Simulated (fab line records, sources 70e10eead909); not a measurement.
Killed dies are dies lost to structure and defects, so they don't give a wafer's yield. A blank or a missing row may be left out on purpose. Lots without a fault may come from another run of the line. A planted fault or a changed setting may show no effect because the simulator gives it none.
Tool commonality check | flow nand_harc | 11 lots, 39 wafers sampled

WHY IT WAS OPENED
At NHARC_A_M0_CD_MEAS_09 the reading cd_nm is flagged on 2 of 11 lots. Wafers without a fault read 80.2 nm, standard deviation 0.55.
Rule: a lot is flagged when every wafer of it that has a number lies more than 4 standard deviations from that mean, or none has a number. The other lots count as sound.

lot  | measured     | on        | cd_nm (nm), wafer by wafer    | flag
L601 | day 22 19:26 | cd_sem-01 | 80.8 80.2 79.6                |
L606 | day 25 09:37 | cd_sem-03 | 80.1 80.0 79.9                |
L611 | day 26 20:04 | cd_sem-01 | 79.6 80.3 80.4                |
L610 | day 27 01:20 | cd_sem-03 | 74.8 75.3 74.2 75.1 75.4 74.0 | FLAGGED
L613 | day 27 17:20 | cd_sem-03 | 75.9 76.0 75.7 76.0 76.2 75.8 | FLAGGED
L616 | day 29 08:08 | cd_sem-02 | 80.8 80.3 79.5                |
L619 | day 30 11:45 | cd_sem-03 | 79.7 80.1 79.8                |
L620 | day 30 18:33 | cd_sem-03 | 79.7 80.1 80.0                |
L622 | day 31 18:50 | cd_sem-01 | 79.3 79.5 80.3                |
L624 | day 32 15:26 | cd_sem-02 | 80.2 80.1 79.8                |
L623 | day 32 16:27 | cd_sem-01 | 80.6 80.9 81.2                |
The numbers of the flagged lots are 75.4 nm on average: -4.8 nm against the usual, or -9 standard deviations.

WHICH TOOL RAN EACH LOT
The record holds 2 process steps before the reading, out of a route of 1302 steps. In each cell: the tool, then ch and the chambers that the sampled wafers went through, then the start.
lot  | flag    | NHARC_A_BLC_PVD_32                      | NHARC_A_M0_PEB_07
L601 |         | pvd_sputter-01, day 22 19:21 or earlier | litho_track-01 ch 0, day 22 19:21
L606 |         | pvd_sputter-02, day 25 09:32 or earlier | litho_track-04 ch 0, day 25 09:32
L611 |         | pvd_sputter-03, day 26 19:59 or earlier | litho_track-06 ch 0, day 26 19:59
L610 | FLAGGED | pvd_sputter-02, day 27 01:16 or earlier | litho_track-04 ch 0, day 27 01:16
L613 | FLAGGED | pvd_sputter-01, day 27 17:15 or earlier | litho_track-04 ch 0, day 27 17:15
L616 |         | pvd_sputter-02, day 29 08:04 or earlier | litho_track-06 ch 0, day 29 08:04
L619 |         | pvd_sputter-01, day 30 11:40 or earlier | litho_track-01 ch 0, day 30 11:40
L620 |         | pvd_sputter-01, day 30 18:28 or earlier | litho_track-04 ch 0, day 30 18:28
L622 |         | pvd_sputter-03, day 31 18:46 or earlier | litho_track-06 ch 0, day 31 18:46
L624 |         | pvd_sputter-01, day 32 15:22 or earlier | litho_track-06 ch 0, day 32 15:22
L623 |         | pvd_sputter-03, day 32 16:22 or earlier | litho_track-04 ch 0, day 32 16:22
What these steps do:
- NHARC_A_BLC_PVD_32: deposits Ti, target thk 5 nm, time 17.7 s.
- NHARC_A_M0_PEB_07: peb time 65 s.
- NHARC_A_M0_CD_MEAS_09: target cd 80 nm.

FLAGGED OVER TOTAL, TOOL BY TOOL (the gauges that took the reading come last)
step                  | tool           | lots run | flagged | share of the flagged lots | sound lots run after its first flagged lot
NHARC_A_BLC_PVD_32    | pvd_sputter-01 | 5        | 1       | some                      | 3 (L619,L620,L624)
NHARC_A_BLC_PVD_32    | pvd_sputter-02 | 3        | 1       | some                      | 1 (L616)
NHARC_A_BLC_PVD_32    | pvd_sputter-03 | 3        | 0       | none                      | -
NHARC_A_M0_PEB_07     | litho_track-01 | 2        | 0       | none                      | -
NHARC_A_M0_PEB_07     | litho_track-04 | 5        | 2       | all                       | 2 (L620,L623)
NHARC_A_M0_PEB_07     | litho_track-06 | 4        | 0       | none                      | -
NHARC_A_M0_CD_MEAS_09 | cd_sem-01      | 4        | 0       | none                      | -
NHARC_A_M0_CD_MEAS_09 | cd_sem-02      | 2        | 0       | none                      | -
NHARC_A_M0_CD_MEAS_09 | cd_sem-03      | 5        | 2       | all                       | 2 (L619,L620)
NHARC_A_BLC_PVD_32 gives no start for some lots, so the hours and the order of its lots are those of NHARC_A_M0_PEB_07.

WHAT THE TABLE ALLOWS
2 rows of the table ran every flagged lot: litho_track-04 at NHARC_A_M0_PEB_07, cd_sem-03 at NHARC_A_M0_CD_MEAS_09.
- litho_track-04 at NHARC_A_M0_PEB_07: 2 of its 5 lots flagged. Sound lots ran on it after the first flagged one (L620, L623), which a lasting fault on the whole tool wouldn't allow. Its own readings lie more than 4 standard deviations out on every wafer of the flagged lots: heater_power_total_W, plate_temp_C.
- cd_sem-03 at NHARC_A_M0_CD_MEAS_09: 2 of its 5 lots flagged. Sound lots ran on it after the first flagged one (L619, L620), which a lasting fault on the whole tool wouldn't allow.
No row of the table ran every flagged lot and no sound lot after the first.

WHAT THE SIMULATOR HAD PUT IN
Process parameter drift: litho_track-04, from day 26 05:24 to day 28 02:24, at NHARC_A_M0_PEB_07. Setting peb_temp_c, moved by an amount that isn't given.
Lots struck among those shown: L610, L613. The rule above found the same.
